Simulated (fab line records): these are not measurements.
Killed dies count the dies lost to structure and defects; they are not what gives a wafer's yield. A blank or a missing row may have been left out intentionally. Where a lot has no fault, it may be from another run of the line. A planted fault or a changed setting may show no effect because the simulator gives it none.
fab line records | flow nandHarc
record: lots: 24 wafers: 72 lastDay: 33
route steps=1302 shown A_BLC@1120 A_M0@1157 A_M1@1182
lots that met no fault: from a run of the same line without faults
startH: start of the lot's first displayed wafer, in hours after the record's first day | waitH: hours since the lot's step before | " repeats the value in the row above | L1.1+2: several wafers, shown together as one row | - either no value or no given start | * or withheld: withheld | < > ~ a bound
route shown NAME@n: a module of which the file shows steps, and the number in the route of the first | usual: mean and standard deviation over wafers with no fault | same: alike in all rows | chamber/n: place in a boat | sites: readings site by site | _std_site: the values' standard deviation | _edge_site: inner sites' mean taken away from outer sites' mean | radiusMm: for every site, how far away it sits from the centre of the wafer | mask NAME#n: copy n | behind: tool/chamber where the wafer was last shaped | hold: the reason the lot was held/the length of the hold in hours/how it ended | device: transistor that didn't switch, given as n, p or np | end of line: the route-end tests of the same wafers | a step with no rows: only its recipe | killed: the dies lost at the first sort to structure and to defects; this is not the yield of the wafer | map: the dies of a wafer, with x for killed, . for not killed, _ for no die there
set.NAME: the setting that was run; set.NAME@STEP: the one run at that earlier step | model.NAME: the simulator's own value behind a step, which no gauge read
steps of the route over a sample of lots; a table a step, a row a wafer
services: a tool's chamber out of use, with start hour (startH, from the record's first day; less than 0 if before it), hours out, and reason
== steps ==
step: NHARC_A_BLC_DESCUM_15
recipe: timeS: 3 o2FlowSccm: 200 arFlowSccm: 0 biasPowerW: 0 chemistry: O2
usual: drypumpMotorCurrentA: 5.7/0.44 oesProductAu: 0.996/0.012 rfVppV: 57.8/0.87 showerheadPlenumPTorr: 1.89/0.08 throttleValvePct: 11.310/0.0095
same: biasPowerW: 0
columns lot.wafer tool chamber startH waitH drypumpMotorCurrentA oesProductAu rfHoursCounterH rfVppV showerheadPlenumPTorr throttleValvePct
L076.2 rieDiel-08 0 530.45 0.1 5.0 0.996 12 58.9 1.90 11.313
L076.6 " 0 " " 5.0 0.979 - 54.7 1.90 11.329
L076.5 " 1 " " 5.3 0.998 - 58.0 1.83 11.294
L074.1 rieDiel-08 2 532.12 0.1 6.3 0.981 13 58.4 2.03 11.322
L074.4 " 3 " " 5.6 0.978 12 58.2 1.89 11.306
L074.6 " 3 " " 5.6 0.989 - 57.4 1.89 11.312
L075.2 rieDiel-09 3 539.33 0.1 6.0 0.992 2 58.3 2.02 11.317
L075.5 " 0 " " 6.3 1.024 - 57.8 1.86 11.300
L075.6 " 2 " " 5.7 0.983 - 57.8 1.86 11.309
L077.2 rieDiel-09 0 556.57 0.1 6.4 1.034 3 56.8 1.86 11.318
L077.4 " 1 " " 5.2 1.001 2 58.0 1.78 11.311
L077.6 " 3 " " 6.0 1.002 - 59.3 2.02 11.308
L078.3 rieDiel-09 2 558.43 0.1 5.7 0.978 2 58.3 1.86 11.312
L078.4 " 3 " " 6.0 0.995 3 58.3 2.02 11.312
L078.6 " 3 " " 6.0 1.004 - 57.0 2.02 11.295
L079.3 rieDiel-06 2 562.52 0.1 5.4 0.989 20 57.3 1.83 11.305
L079.1 " 0 " " 5.0 0.986 22 57.9 2.03 11.312
L079.2 " 1 " " 5.3 0.996 21 57.2 1.88 11.311
L082.2 rieDiel-08 1 576.27 0.1 5.3 0.996 2 58.3 1.83 11.309
L082.1 " 3 " " 5.6 0.983 2 57.4 1.89 11.312
L082.5 " 3 " " 5.6 0.974 - 56.9 1.89 11.326
L080.3 rieDiel-08 2 579.41 0.1 6.2 1.009 3 58.1 2.03 11.326
L080.1 " 3 " " 5.6 0.988 2 57.1 1.89 11.305
L080.5 " 2 " " 6.2 1.001 - 58.7 2.03 11.300
L081.3 rieDiel-09 2 580.99 0.1 5.7 0.986 3 57.8 1.86 11.310
L081.2 " 0 " " 6.4 1.022 4 56.9 1.86 11.314
L081.5 " 2 " " 5.7 0.989 - 59.2 1.86 11.321
L083.4 rieDiel-08 3 613.79 0.1 5.6 0.975 5 57.1 1.89 11.330
L083.2 " 2 " " 6.2 1.004 5 56.9 2.03 11.300
L083.5 " 3 " " 5.6 0.988 - 57.9 1.89 11.312
L084.3 rieDiel-08 0 625.49 0.1 5.0 0.998 6 57.9 1.89 11.300
L084.1 " 1 " " 5.3 0.996 6 58.1 1.83 11.310
L084.6 " 0 " " 5.0 0.992 - 58.2 1.89 11.321
L086.1 rieDiel-09 0 635.91 0.1 6.4 1.024 7 58.0 1.86 11.325
L086.4 " 1 " " 5.2 0.991 7 58.2 1.77 11.292
L086.3 " 3 " " 6.0 0.986 6 58.9 2.02 11.303
L085.1 rieDiel-06 1 639.04 0.1 5.3 1.008 46 58.0 1.87 11.321
L085.2 " 2 " " 5.4 1.016 45 58.5 1.82 11.302
L085.4 " 3 " " 5.9 1.011 43 57.9 1.92 11.306
L087.4 rieDiel-08 3 658.68 0.1 5.6 0.983 10 58.9 1.88 11.333
L087.1 " 1 " " 5.3 0.993 9 57.2 1.83 11.313
L087.6 " 0 " " 5.0 1.003 - 57.1 1.89 11.309
L089.3 rieDiel-08 2 666.14 0.1 6.2 1.016 10 58.1 2.03 11.320
L089.1 " 3 " " 5.6 0.979 11 57.9 1.88 11.307
L089.6 " 3 " " 5.6 0.974 - 59.1 1.89 11.308
L088.1 rieDiel-08 2 673.66 0.1 6.2 1.011 11 57.9 2.03 11.311
L088.2 " 3 " " 5.6 0.974 12 57.4 1.88 11.322
L088.5 " 1 " " 5.3 0.991 - 57.4 1.83 11.320
L090.3 rieDiel-09 2 703.54 0.1 5.7 0.988 1 57.0 1.86 11.299
L090.2 " 3 " " 6.0 1.004 1 57.6 2.01 11.304
L090.6 " 3 " " 6.0 1.004 - 58.5 2.01 11.304
L091.3 rieDiel-06 2 713.59 0.1 5.4 0.984 20 57.6 1.81 11.303
L091.1 " 3 " " 5.9 0.998 16 57.1 1.92 11.298
L091.2 " 1 " " 5.3 1.001 21 57.6 1.86 11.316
L092.6 rieDiel-06 3 715.23 0.1 5.9 0.995 - 58.5 1.91 11.305
L092.4 " 1 " " 5.3 0.994 - 58.5 1.86 11.327
L092.5 " 2 " " 5.4 0.995 - 58.1 1.81 11.307
L093.2 rieDiel-09 1 719.94 0.1 5.2 0.991 1 56.8 1.77 11.293
L093.3 " 3 " " 6.0 0.996 1 57.0 2.01 11.314
L093.6 " 1 " " 5.2 1.011 - 58.3 1.77 11.305
L094.1 rieDiel-09 3 723.94 0.1 6.0 1.001 2 57.6 2.01 11.292
L094.4 " 0 " " 6.4 0.995 2 57.0 1.85 11.304
L094.3 " 1 " " 5.2 1.006 2 56.5 1.77 11.310
L095.3 rieDiel-09 3 729.19 0.1 6.0 1.005 3 58.1 2.01 11.307
L095.6 " 3 " " 6.0 1.006 - 57.8 2.01 11.320
L095.5 " 0 " " 6.3 1.002 - 56.7 1.85 11.306
L096.4 rieDiel-09 2 730.06 0.1 5.7 0.997 3 57.7 1.86 11.313
L096.2 " 3 " " 6.0 0.994 3 58.1 2.01 11.301
L096.3 " 0 " " 6.4 0.997 3 56.9 1.85 11.315
L097.1 rieDiel-09 3 743.28 0.1 6.0 1.003 4 58.8 2.01 11.292
L097.2 " 0 " " 6.4 1.006 4 57.5 1.85 11.317
L097.5 " 0 " " 6.4 0.999 - 57.3 1.85 11.325
step: NHARC_A_BLC_PVD_32
recipe: targetThkA: 50 chamberPressurePa: 5 powerW: 5000 substrateTempC: 200 timeS: 17.7 material: Ti
usual: throttleValvePct: 29.6/1.1
columns lot.wafer tool chamber startH waitH throttleValvePct
L076.2 pvdSputter-01 - - - 30.4
L076.6 " - " " 32.0
L076.5 " - " " 29.0
L074.4 pvdSputter-01 - 533.98 0.1 32.1
L074.1 " - " " 30.3
L074.6 " - " " 28.9
L075.2 pvdSputter-03 - - - 30.5
L075.6 " - " " 28.9
L075.5 " - " " 29.4
L077.4 pvdSputter-02 - - - 29.4
L077.2 " - " " 28.3
L077.6 " - " " 28.1
L078.3 pvdSputter-03 - - - 29.0
L078.4 " - " " 30.5
L078.6 " - " " 29.0
L079.2 pvdSputter-01 - - - 32.3
L079.3 " - " " 31.5
L079.1 " - " " 29.1
L082.1 pvdSputter-03 - - - 30.7
L082.2 " - " " 29.2
L082.5 " - " " 30.7
L080.3 pvdSputter-02 - - - 28.1
L080.1 " - " " 29.6
L080.5 " - " " 29.7
L081.2 pvdSputter-02 - - - 29.5
L081.3 " - " " 29.8
L081.5 " - " " 28.3
L083.2 pvdSputter-02 - - - 28.1
L083.4 " - " " 29.5
L083.5 " - " " 28.2
L084.3 pvdSputter-02 - - - 28.1
L084.1 " - " " 28.1
L084.6 " - " " 28.0
L086.3 pvdSputter-02 - - - 29.8
L086.4 " - " " 28.1
L086.1 " - " " 29.6
L085.4 pvdSputter-03 - - - 29.0
L085.1 " - " " 29.2
L085.2 " - " " 29.5
L087.4 pvdSputter-01 - - - 29.7
L087.1 " - " " 31.9
L087.6 " - " " 30.0
L089.1 pvdSputter-01 - - - 30.6
L089.3 " - " " 29.7
L089.6 " - " " 31.5
L088.2 pvdSputter-03 - - - 30.9
L088.1 " - " " 29.0
L088.5 " - " " 28.9
L090.3 pvdSputter-02 - - - 29.6
L090.2 " - " " 29.4
L090.6 " - " " 29.8
L091.2 pvdSputter-03 - - - 30.3
L091.3 " - " " 29.2
L091.1 " - " " 30.1
L092.4 pvdSputter-02 - - - 29.6
L092.5 " - " " 29.8
L092.6 " - " " 28.6
L093.3 pvdSputter-03 - - - 30.5
L093.2 " - " " 30.4
L093.6 " - " " 29.2
L094.4 pvdSputter-02 - - - 28.0
L094.3 " - " " 28.5
L094.1 " - " " 29.5
L095.3 pvdSputter-03 - - - 30.6
L095.6 " - " " 30.2
L095.5 " - " " 30.1
L096.2 pvdSputter-02 - - - 28.6
L096.4 " - " " 29.2
L096.3 " - " " 28.5
L097.2 pvdSputter-03 - - - 29.9
L097.1 " - " " 30.6
L097.5 " - " " 29.5
step: NHARC_A_M0_PRE_CLEAN_29
recipe: timeS: 30 tempC: 280 gas: H2/He
usual: heaterPowerW: 413/47
columns lot.wafer tool chamber startH waitH heaterPowerW
L076.2 pvdSputter-02 - - - 430
L076.5 " - " " 436
L076.6 " - " " 496
L074.1 pvdSputter-02 - - - 413
L074.4 " - " " 434
L074.6 " - " " 437
L075.2 pvdSputter-03 - - - 417
L075.6 " - " " 373
L075.5 " - " " 468
L077.4 pvdSputter-01 - - - 408
L077.2 " - " " 453
L077.6 " - " " 375
L078.4 pvdSputter-02 - - - 428
L078.3 " - " " 500
L078.6 " - " " 419
L079.3 pvdSputter-03 - - - 415
L079.2 " - " " 373
L079.1 " - " " 372
L082.1 pvdSputter-01 - - - 458
L082.2 " - " " 385
L082.5 " - " " 458
L080.1 pvdSputter-03 - - - 373
L080.3 " - " " 486
L080.5 " - " " 381
L081.2 pvdSputter-03 - - - 476
L081.3 " - " " 376
L081.5 " - " " 374
L083.2 pvdSputter-02 - - - 437
L083.4 " - " " 432
L083.5 " - " " 418
L084.1 pvdSputter-03 - - - 379
L084.3 " - " " 471
L084.6 " - " " 414
L086.1 pvdSputter-01 - - - 370
L086.3 " - " " 392
L086.4 " - " " 341
L085.1 pvdSputter-01 - - - 373
L085.2 " - " " 463
L085.4 " - " " 340
L087.4 pvdSputter-02 - - - 429
L087.1 " - " " 464
L087.6 " - " " 435
L089.3 pvdSputter-01 - - - 373
L089.1 " - " " 385
L089.6 " - " " 387
L088.2 pvdSputter-02 - - - 470
L088.1 " - " " 447
L088.5 " - " " 479
L090.3 pvdSputter-01 - - - 377
L090.2 " - " " 456
L090.6 " - " " 370
L091.3 pvdSputter-02 - - - 434
L091.2 " - " " 474
L091.1 " - " " 441
L092.4 pvdSputter-01 - - - 340
L092.5 " - " " 336
L092.6 " - " " 389
L093.2 pvdSputter-01 - - - 342
L093.3 " - " " 378
L093.6 " - " " 374
L094.1 pvdSputter-01 - - - 332
L094.4 " - " " 374
L094.3 " - " " 393
L095.3 pvdSputter-01 - - - 446
L095.5 " - " " 456
L095.6 " - " " 336
L096.3 pvdSputter-03 - - - 372
L096.2 " - " " 498
L096.4 " - " " 394
L097.1 pvdSputter-03 - - - 400
L097.2 " - " " 489
L097.5 " - " " 387
step: NHARC_A_M0_PVD_21
recipe: targetThkA: 300 chamberPressurePa: 5 powerW: 5000 substrateTempC: 30 timeS: 20.49 material: Cu
usual: throttleValvePct: 30.0/1.2
columns lot.wafer tool chamber startH waitH throttleValvePct
L076.2 pvdSputter-02 - - - 29.7
L076.5 " - " " 29.5
L076.6 " - " " 28.3
L074.1 pvdSputter-02 - - - 28.4
L074.4 " - " " 29.8
L074.6 " - " " 28.0
L075.2 pvdSputter-03 - - - 28.9
L075.5 " - " " 29.5
L075.6 " - " " 30.7
L077.4 pvdSputter-01 - - - 31.5
L077.2 " - " " 28.9
L077.6 " - " " 31.8
L078.4 pvdSputter-02 - - - 29.5
L078.3 " - " " 28.2
L078.6 " - " " 29.9
L079.3 pvdSputter-03 - - - 29.3
L079.2 " - " " 30.7
L079.1 " - " " 28.9
L082.1 pvdSputter-01 - - - 30.6
L082.2 " - " " 31.7
L082.5 " - " " 30.7
L080.1 pvdSputter-03 - - - 28.9
L080.3 " - " " 29.3
L080.5 " - " " 29.3
L081.2 pvdSputter-03 - - - 29.5
L081.3 " - " " 29.5
L081.5 " - " " 29.2
L083.2 pvdSputter-02 - - - 28.1
L083.4 " - " " 29.5
L083.5 " - " " 29.4
L084.3 pvdSputter-03 - - - 30.7
L084.1 " - " " 29.4
L084.6 " - " " 29.2
L086.1 pvdSputter-01 - - - 30.6
L086.4 " - " " 31.8
L086.3 " - " " 31.8
L085.1 pvdSputter-01 - - - 32.1
L085.4 " - " " 30.8
L085.2 " - " " 30.1
L087.1 pvdSputter-02 - - - 29.8
L087.4 " - " " 28.4
L087.6 " - " " 29.5
L089.1 pvdSputter-01 - - - 31.9
L089.3 " - " " 31.6
L089.6 " - " " 31.9
L088.2 pvdSputter-02 - - - 28.4
L088.1 " - " " 29.2
L088.5 " - " " 28.6
L090.3 pvdSputter-01 - - - 30.1
L090.2 " - " " 31.9
L090.6 " - " " 30.3
L091.3 pvdSputter-02 - - - 28.3
L091.1 " - " " 29.3
L091.2 " - " " 28.0
L092.4 pvdSputter-01 - - - 30.5
L092.5 " - " " 29.8
L092.6 " - " " 32.1
L093.3 pvdSputter-01 - - - 31.6
L093.2 " - " " 31.7
L093.6 " - " " 30.1
L094.1 pvdSputter-01 - - - 30.5
L094.3 " - " " 31.8
L094.4 " - " " 31.6
L095.3 pvdSputter-01 - - - 30.1
L095.6 " - " " 31.9
L095.5 " - " " 30.4
L096.2 pvdSputter-03 - - - 30.2
L096.4 " - " " 30.6
L096.3 " - " " 30.3
L097.2 pvdSputter-03 - - - 29.1
L097.1 " - " " 30.5
L097.5 " - " " 30.7
step: NHARC_A_M0_ANNEAL_30
recipe: tempC: 225 timeS: 90
usual: annealTempCMax: 225.9/0.44 wafer_temp_C_max: 226.3/0.32
columns lot.wafer tool chamber startH waitH annealTempCMax wafer_temp_C_max
L076.2 rtpAnneal-02 0 536.20 0.3 225.7 226.7
L076.5 " 0 " " 225.7 226.2
L076.6 " 0 " " 225.5 226.4
L074.1 rtpAnneal-02 0 537.93 - 225.5 226.7
L074.4 " 0 " " 225.7 226.7
L074.6 " 0 " " 225.7 226.5
L075.2 rtpAnneal-01 0 545.23 - 226.0 225.8
L075.5 " 0 " " 226.4 226.1
L075.6 " 0 " " 225.8 225.9
L077.2 rtpAnneal-01 0 562.29 0.4 226.6 225.8
L077.4 " 0 " " 226.4 225.7
L077.6 " 0 " " 226.9 225.8
L078.3 rtpAnneal-02 0 564.47 - 225.5 226.8
L078.4 " 0 " " 225.8 226.5
L078.6 " 0 " " 225.8 226.2
L079.1 rtpAnneal-02 0 568.11 0.3 225.2 226.2
L079.2 " 0 " " 225.6 226.1
L079.3 " 0 " " 225.5 226.1
L082.1 rtpAnneal-02 0 582.31 0.3 225.3 226.8
L082.2 " 0 " " 225.7 226.3
L082.5 " 0 " " 225.7 226.5
L080.1 rtpAnneal-01 0 585.41 - 226.1 226.1
L080.3 " 0 " " 226.3 226.4
L080.5 " 0 " " 226.7 226.5
L081.2 rtpAnneal-02 0 586.70 0.3 225.8 226.6
L081.3 " 0 " " 225.3 225.9
L081.5 " 0 " " 225.2 226.4
L083.2 rtpAnneal-01 0 619.46 0.4 226.7 225.4
L083.4 " 0 " " 226.3 225.6
L083.5 " 0 " " 226.3 225.8
L084.1 rtpAnneal-01 0 631.04 - 226.1 225.8
L084.3 " 0 " " 226.2 225.9
L084.6 " 0 " " 225.8 226.6
L086.1 rtpAnneal-01 0 641.55 - 226.4 226.5
L086.3 " 0 " " 226.0 226.4
L086.4 " 0 " " 225.9 226.4
L085.1 rtpAnneal-01 0 644.60 0.3 226.4 226.0
L085.2 " 0 " " 226.1 225.7
L085.4 " 0 " " 226.4 226.6
L087.1 rtpAnneal-01 0 664.33 - 226.3 226.3
L087.4 " 0 " " 226.0 226.3
L087.6 " 0 " " 226.2 226.1
L089.1 rtpAnneal-02 0 672.04 - 225.7 227.0
L089.3 " 0 " " 225.6 226.5
L089.6 " 0 " " 225.7 226.4
L088.1 rtpAnneal-02 0 679.46 0.3 225.6 226.5
L088.2 " 0 " " 225.6 225.8
L088.5 " 0 " " 225.5 226.4
L090.2 rtpAnneal-02 0 709.39 0.3 225.8 226.3
L090.3 " 0 " " 225.6 226.6
L090.6 " 0 " " 225.2 226.2
L091.1 rtpAnneal-02 0 719.41 - 225.7 226.2
L091.2 " 0 " " 225.6 225.8
L091.3 " 0 " " 225.3 226.6
L092.4 rtpAnneal-02 0 721.12 0.3 225.6 227.0
L092.5 " 0 " " 225.9 226.2
L092.6 " 0 " " 225.5 226.7
L093.2 rtpAnneal-02 0 726.36 - 225.9 226.3
L093.3 " 0 " " 225.5 226.1
L093.6 " 0 " " 225.7 225.9
L094.1 rtpAnneal-01 0 729.62 - 226.5 226.6
L094.3 " 0 " " 226.6 226.1
L094.4 " 0 " " 226.4 226.5
L095.3 rtpAnneal-01 0 735.61 0.3 226.3 226.7
L095.5 " 0 " " 226.5 225.7
L095.6 " 0 " " 227.2 226.3
L096.2 rtpAnneal-02 0 735.86 - 225.4 226.5
L096.3 " 0 " " 225.3 226.9
L096.4 " 0 " " 225.3 226.3
L097.1 rtpAnneal-01 0 748.84 - 226.1 226.3
L097.2 " 0 " " 226.2 225.8
L097.5 " 0 " " 226.8 226.2
step: NHARC_A_M1_DESCUM_14
recipe: timeS: 3 o2FlowSccm: 200 arFlowSccm: 0 biasPowerW: 0 chemistry: O2
usual: drypumpMotorCurrentA: 5.6/0.31 oesProductAu: 0.996/0.013 rfVppV: 57.9/1 showerheadPlenumPTorr: 1.95/0.088 throttleValvePct: 11.311/0.0082
same: biasPowerW: 0
columns lot.wafer tool chamber startH waitH drypumpMotorCurrentA oesProductAu rfHoursCounterH rfVppV showerheadPlenumPTorr throttleValvePct
L076.2 rieDiel-01 2 538.56 0.1 5.2 0.990 8 58.3 1.84 11.318
L076.6 " 0 " " 5.8 1.031 - 57.3 1.95 11.309
L076.5 " 1 " " 6.2 1.008 - 56.9 1.83 11.312
L074.1 rieDiel-01 0 540.44 0.1 5.8 1.019 7 58.3 1.95 11.314
L074.4 " 1 " " 6.2 1.006 7 56.6 1.83 11.311
L074.6 " 3 " " 5.3 0.998 - 59.8 2.01 11.325
L075.2 rieDiel-12 0 547.58 0.1 6.2 0.974 3 57.9 2.01 11.323
L075.6 " 3 " " 5.7 1.000 - 58.0 2.05 11.306
L075.5 " 0 " " 6.2 0.991 - 57.4 2.01 11.301
L077.4 rieDiel-10 1 564.65 0.1 5.6 0.987 8 56.2 1.87 11.317
L077.2 " 2 " " 5.7 0.991 8 56.2 1.91 11.319
L077.6 " 0 " " 5.8 1.002 - 56.8 2.03 11.313
L078.3 rieDiel-12 0 566.77 0.1 6.2 0.995 4 58.9 2.01 11.324
L078.4 " 2 " " 5.1 1.002 4 58.5 2.03 11.301
L078.6 " 0 " " 6.2 0.998 - 58.8 2.01 11.317
L079.2 rieDiel-10 3 570.75 0.1 5.4 0.990 9 60.7 2.05 11.289
L079.1 " 0 " " 5.8 0.998 8 58.1 2.03 11.320
L079.3 " 1 " " 5.6 0.981 8 58.3 1.88 11.300
L082.2 rieDiel-12 3 584.76 0.1 5.7 0.985 4 58.8 2.05 11.306
L082.1 " 2 " " 5.2 1.013 4 59.6 2.03 11.315
L082.5 " 3 " " 5.7 0.977 - 58.7 2.05 11.317
L080.3 rieDiel-10 2 587.88 0.1 5.7 0.994 9 58.5 1.91 11.306
L080.1 " 0 " " 5.8 0.997 9 57.3 2.03 11.320
L080.5 " 2 " " 5.7 0.993 - 58.2 1.91 11.313
L081.3 rieDiel-10 1 588.96 0.1 5.6 0.984 10 57.7 1.87 11.313
L081.2 " 3 " " 5.4 1.001 10 58.9 2.05 11.318
L081.5 " 1 " " 5.6 0.986 - 59.2 1.87 11.311
L083.2 rieDiel-10 1 621.99 0.1 5.6 1.000 1 59.7 1.87 11.316
L083.4 " 2 " " 5.7 0.985 1 58.1 1.90 11.301
L083.5 " 0 " " 5.7 0.997 - 57.6 2.03 11.304
L084.3 rieDiel-10 1 633.31 0.1 5.6 1.005 2 56.5 1.87 11.307
L084.1 " 2 " " 5.7 0.988 2 55.9 1.90 11.325
L084.6 " 1 " " 5.6 1.005 - 58.9 1.87 11.296
L086.1 rieDiel-01 0 643.81 0.1 5.9 1.020 2 58.6 1.95 11.322
L086.3 " 1 " " 6.2 1.024 3 57.0 1.83 11.309
L086.4 " 2 " " 5.3 1.017 4 57.4 1.84 11.314
L085.1 rieDiel-10 1 646.99 0.1 5.6 0.999 3 57.2 1.87 11.298
L085.2 " 2 " " 5.7 0.983 3 59.0 1.90 11.316
L085.4 " 3 " " 5.4 0.990 3 58.3 2.05 11.304
L087.4 rieDiel-12 0 666.76 0.1 6.2 0.991 1 57.6 2.01 11.306
L087.1 " 3 " " 5.7 0.990 1 56.5 2.05 11.310
L087.6 " 1 " " 5.6 1.001 - 57.0 1.82 11.321
L089.1 rieDiel-12 2 674.29 0.1 5.2 1.003 1 57.5 2.03 11.312
L089.3 " 3 " " 5.7 0.984 1 60.0 2.05 11.306
L089.6 " 3 " " 5.7 0.973 - 58.5 2.05 11.312
L088.1 rieDiel-12 2 681.88 0.1 5.2 0.995 1 58.0 2.03 11.304
L088.2 " 3 " " 5.7 0.984 1 59.2 2.05 11.318
L088.5 " 0 " " 6.3 0.986 - 56.9 2.01 11.303
L090.2 rieDiel-01 3 711.62 0.1 5.3 0.985 7 57.4 2.01 11.316
L090.3 " 2 " " 5.3 1.022 10 57.7 1.84 11.303
L090.6 " 0 " " 5.8 1.024 - 59.5 1.95 11.311
L091.1 rieDiel-01 2 721.69 0.1 5.3 1.009 11 57.0 1.84 11.302
L091.3 " 0 " " 5.9 1.025 9 57.2 1.95 11.317
L091.2 " 1 " " 6.2 1.002 11 58.8 1.83 11.311
L092.4 rieDiel-01 2 723.24 0.1 5.3 1.006 11 55.8 1.84 11.321
L092.5 " 1 " " 6.2 1.015 - 59.1 1.83 11.314
L092.6 " 2 " " 5.3 1.012 - 57.0 1.84 11.317
L093.2 rieDiel-12 1 728.69 0.1 5.6 0.997 2 57.3 1.82 11.310
L093.3 " 3 " " 5.7 0.972 - 58.3 2.04 11.306
L093.6 " 1 " " 5.6 0.994 - 57.3 1.82 11.292
L094.1 rieDiel-12 2 732.03 0.1 5.2 0.986 1 57.0 2.03 11.317
L094.3 " 2 " " 5.1 0.991 - 59.8 2.03 11.303
L094.4 " 3 " " 5.7 0.979 - 57.9 2.05 11.308
L095.3 rieDiel-12 1 737.96 0.1 5.6 0.989 2 57.5 1.82 11.307
L095.6 " 1 " " 5.6 0.992 - 54.6 1.82 11.308
L095.5 " 2 " " 5.1 0.994 - 57.5 2.03 11.302
L096.3 rieDiel-12 2 738.22 0.1 5.1 0.992 2 58.4 2.03 11.302
L096.2 " 1 " " 5.6 1.004 2 57.0 1.82 11.293
L096.4 " 3 " " 5.7 0.980 - 60.8 2.04 11.326
L097.1 rieDiel-10 0 751.43 0.1 5.7 0.998 9 58.6 2.03 11.317
L097.2 " 3 " " 5.4 0.975 10 58.6 2.04 11.322
L097.5 " 1 " " 5.6 1.000 - 57.7 1.87 11.298
== services ==
columns tool chamber startH hours kind
pvdSputter-03 - 526.03 10.0 pm
rieDiel-09 1 536.99 6.1 repair
rieDiel-08 - 544.80 9.0 pm
pvdSputter-02 - 549.35 4.2 repair
pvdSputter-03 - 556.62 3.0 repair
rieDiel-09 2 559.82 6.6 repair
pvdSputter-02 - 566.96 0.5 repair
rieDiel-08 0 572.78 3.6 repair
pvdSputter-01 - 582.02 10.0 pm
pvdSputter-02 - 601.48 8.7 repair
rieDiel-12 - 622.40 9.0 pm
pvdSputter-02 - 638.00 10.0 pm
rieDiel-09 0 649.35 6.8 repair
rieDiel-12 1 651.35 3.1 repair
rieDiel-09 3 655.93 14.8 repair
rieDiel-08 2 674.09 2.6 repair
rieDiel-09 - 674.10 9.0 pm
rieDiel-12 1 701.36 3.1 repair
pvdSputter-03 - 704.03 10.0 pm
rieDiel-12 2 706.70 22.4 repair
rieDiel-12 0 717.78 21.0 repair
rieDiel-12 - 720.27 0.6 repair
rieDiel-12 1 730.15 4.2 repair
rtpAnneal-02 - 744.00 12.0 pm
== key ==
fault none
